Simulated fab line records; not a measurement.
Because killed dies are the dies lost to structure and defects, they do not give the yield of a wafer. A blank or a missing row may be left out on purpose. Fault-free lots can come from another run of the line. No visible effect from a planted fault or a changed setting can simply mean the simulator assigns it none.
Matching of chambers    flow nand-harc    NHARC_A_WL_FILL_CMP_12 on cmp-03: 4 sister chambers
The step polishes, t overpolish 30 s, target thk 100 nm. 16 wafers are shown with their chamber, then 8 later ones without.

WAFERS, EACH WITH ITS CHAMBER
wafer   chamber  motor-current-A (A)  time-to-endpoint-s (s)  slurry-filter-dp-kPa (kPa)
L947.1  3        10.8                 18                      13.64
L947.5  3        10.7                 17                      13.59
L947.6  2        11.4                 19                      13.60
L949.1  1        10.4                 14                      13.65
L949.3  3        10.6                 16                      13.38
L949.5  1        9.9                  15                      13.28
L956.3  2        11.3                 23                      13.60
L956.4  1        9.9                  18                      13.68
L956.5  0        11.2                 14                      13.30
L960.2  1        10.3                 19                      13.30
L960.5  2        10.5                 20                      13.53
L960.6  1        9.8                  15                      13.40
L961.1  1        10.4                 17                      13.39
L961.4  3        10.6                 20                      13.57
L961.5  0        11.4                 16                      13.47
L963.2  1        10.2                 14                      13.42

SIGNATURES, as means of the wafers listed above
reading               chamber 0  chamber 1  chamber 2  chamber 3  scatter within a chamber
motor-current-A       11.300     10.129     11.067     10.675     0.278
time-to-endpoint-s    15.00      16.00      20.67      17.75      1.9
slurry-filter-dp-kPa  13.3850    13.4457    13.5767    13.5450    0.132
Rule: for each reading, subtract the chamber's mean from the wafer's reading, divide by that reading's scatter and square the result; add these up over the readings and take the root, which gives the wafer's distance from the chamber. The wafer belongs to the nearest chamber; if the next one is less than 2 further off, it can't be placed. The scatter: the root of (the sum of the squares of (reading less its chamber's mean) over the shown wafers, divided by (wafers less chambers)).

WAFERS MISSING THEIR CHAMBER
wafer   motor-current-A (A)  time-to-endpoint-s (s)  slurry-filter-dp-kPa (kPa)
L963.3  11.1                 17                      13.59
L963.4  10.9                 20                      13.55
L965.1  10.6                 16                      13.73
L965.4  11.2                 18                      13.51
L965.6  11.5                 14                      13.57
L967.1  11.0                 20                      13.42
L967.3  11.2                 12                      13.61
L967.6  10.5                 17                      13.32

WHICH CHAMBER EACH ONE RAN IN
wafer   from the rows above                in truth
L963.3  can't be placed: 3 or 2 or 0       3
L963.4  can't be placed: 2 or 3            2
L965.1  can't be placed: 3 or 1 or 2 or 0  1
L965.4  can't be placed: 2 or 0 or 3       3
L965.6  can't be placed: 0 or 3            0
L967.1  can't be placed: 2 or 3 or 0       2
L967.3  can't be placed: 0 or 3            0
L967.6  can't be placed: 1 or 3 or 0 or 2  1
Placed correctly: 0 of 8. Cannot be placed on the basis of these rows: 8; the candidates contain the true chamber in 8. 0 placed wrongly.
